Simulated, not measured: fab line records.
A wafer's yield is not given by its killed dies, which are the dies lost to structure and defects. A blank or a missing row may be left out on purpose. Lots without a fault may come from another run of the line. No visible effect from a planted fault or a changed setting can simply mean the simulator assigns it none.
A single fault, viewed from 3 desks + flow n5-finfet + every desk sees just its own numbers, and what lay behind them comes last
Where a reading is given only as a bound, like >300, the bound stands for it, and a mean or a difference that rests on one is marked > or <: the true number lies beyond.

## AT THE METROLOGY DESK
Means of the sampled wafers that have a number, per lot and without regard to the tool the lot ran on: this is what the gauges read. Marked OUT: a lot whose mean sits more than 4 standard deviations from the usual mean, which makes it out of limits; the brackets give that distance. Only the readings that lie furthest out on some lot appear, 7 of the 10 it has.
Columns: A = DIBL_N at N5_BEOL_M4_RC_MEAS_101, usual 36.3 mV/V; B = DIBL_P at N5_BEOL_M4_RC_MEAS_101, usual 35.7 mV/V; C = IOFF_N at N5_BEOL_M4_RC_MEAS_101, usual 0.155 nA/um; D = IOFF_P at N5_BEOL_M4_RC_MEAS_101, usual 0.204 nA/um; E = SS_N at N5_BEOL_M4_RC_MEAS_101, usual 71.5 mV/dec; F = SS_P at N5_BEOL_M4_RC_MEAS_101, usual 73.1 mV/dec; G = VT_P at N5_BEOL_M4_RC_MEAS_101, usual -251 mV
| lot  | first seen here | A    | B    | C     | D     | E    | F    | G    |
|------|-----------------|------|------|-------|-------|------|------|------|
| L174 | day 8 23:38     | 35.7 | 34.5 | 0.147 | 0.226 | 70.9 | 72.8 | -248 |
| L176 | day 9 17:58     | 38.9 | 37.6 | 0.191 | 0.246 | 72.4 | 73.7 | -247 |
| L179 | day 10 16:14    | 35.7 | 34.6 | 0.144 | 0.211 | 71.9 | 73.0 | -247 |
| L183 | day 11 07:46    | 36.0 | 34.0 | 0.156 | 0.177 | 71.3 | 73.8 | -257 |
| L184 | day 11 13:34    | 36.1 | 33.8 | 0.142 | 0.165 | 71.4 | 72.8 | -256 |
| L191 | day 13 06:14    | 36.8 | 36.6 | 0.172 | 0.230 | 71.2 | 72.8 | -247 |
| L193 | day 13 19:38    | 35.9 | 35.0 | 0.146 | 0.183 | 71.7 | 72.4 | -253 |
This desk's finding: nothing out of limits on any of the 7 lots.

## THE TOOL OWNER'S DESK: plasma-asher-01
The tool's own readings at N5_SD_EPI_N_STRIP_38 (strips in N2/H2): means of the sampled wafers that have a number, for each lot that ran on this tool. Marked OUT: a lot whose mean sits more than 4 standard deviations from the usual mean, which makes it out of limits; the brackets give that distance.
Columns: A = drypump-motor-current-A at N5_SD_EPI_N_STRIP_38, usual 5.67 A; B = heater-power-w at N5_SD_EPI_N_STRIP_38, usual 319 W; C = oes-product-au at N5_SD_EPI_N_STRIP_38, usual 0.761 a.u.
| lot  | first seen here | A    | B   | C     |
|------|-----------------|------|-----|-------|
| L174 | day 4 04:50     | 5.50 | 329 | 0.754 |
| L176 | day 4 17:03     | 5.53 | 325 | 0.760 |
| L179 | day 5 11:36     | 5.56 | 319 | 0.760 |
| L184 | day 6 15:58     | 5.48 | 325 | 0.762 |
This desk's finding: nothing out of limits on any of the 4 lots.

## THE DEFECT DESK
For each lot, the counts of the inspections along the route, averaged over the sampled wafers that have a number. Marked OUT: a lot whose mean sits more than 4 standard deviations from the usual mean, which makes it out of limits; the brackets give that distance.
Columns: A = raw-defect-count at N5_SD_EPI_N_INSPECT_26, usual 229; B = raw-defect-count at N5_SD_EPI_P_INSPECT_11, usual 2.1; C = raw-defect-count at N5_SD_EPI_P_INSPECT_26, usual 200
| lot  | first seen here | A             | B                      | C             |
|------|-----------------|---------------|------------------------|---------------|
| L174 | day 4 07:59     | 204           | 2.7                    | 210           |
| L176 | day 4 21:04     | 177           | 3.3                    | 176           |
| L179 | day 5 15:05     | 842 (+14) OUT | >300 (+99 or more) OUT | 819 (+15) OUT |
| L183 | day 6 17:38     | 224           | 4.0                    | 186           |
| L184 | day 6 19:24     | 785 (+12) OUT | >300 (+99 or more) OUT | 727 (+13) OUT |
| L191 | day 8 14:02     | 293           | 1.0                    | 234           |
| L193 | day 8 23:13     | 242           | 1.0                    | 211           |
This desk's verdict: out of limits on L179, L184, starting with L179 at day 5 15:05 (raw-defect-count at N5_SD_EPI_N_INSPECT_26). L174, L176, L183, L191, L193: within limits.

## PUT TOGETHER
The defect desk could have raised an alarm at day 5 15:05, on L179, L184.
From the metrology desk's view, nothing was out of limits.
The desk of the tool owner found nothing out of limits.
The metrology desk has L179, L184 on record, within its limits.
The tool owner's desk has L179, L184 on record, within its limits.
All the named lots went through N5_SD_EPI_N_STRIP_38 on plasma-asher-01.

## WHAT WAS PUT IN BY THE SIMULATOR
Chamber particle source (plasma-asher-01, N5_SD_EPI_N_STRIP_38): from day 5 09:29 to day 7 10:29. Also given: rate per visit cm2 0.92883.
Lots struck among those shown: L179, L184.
Hours from the fault's start to each desk's first reading out of limits: the defect desk, 6.
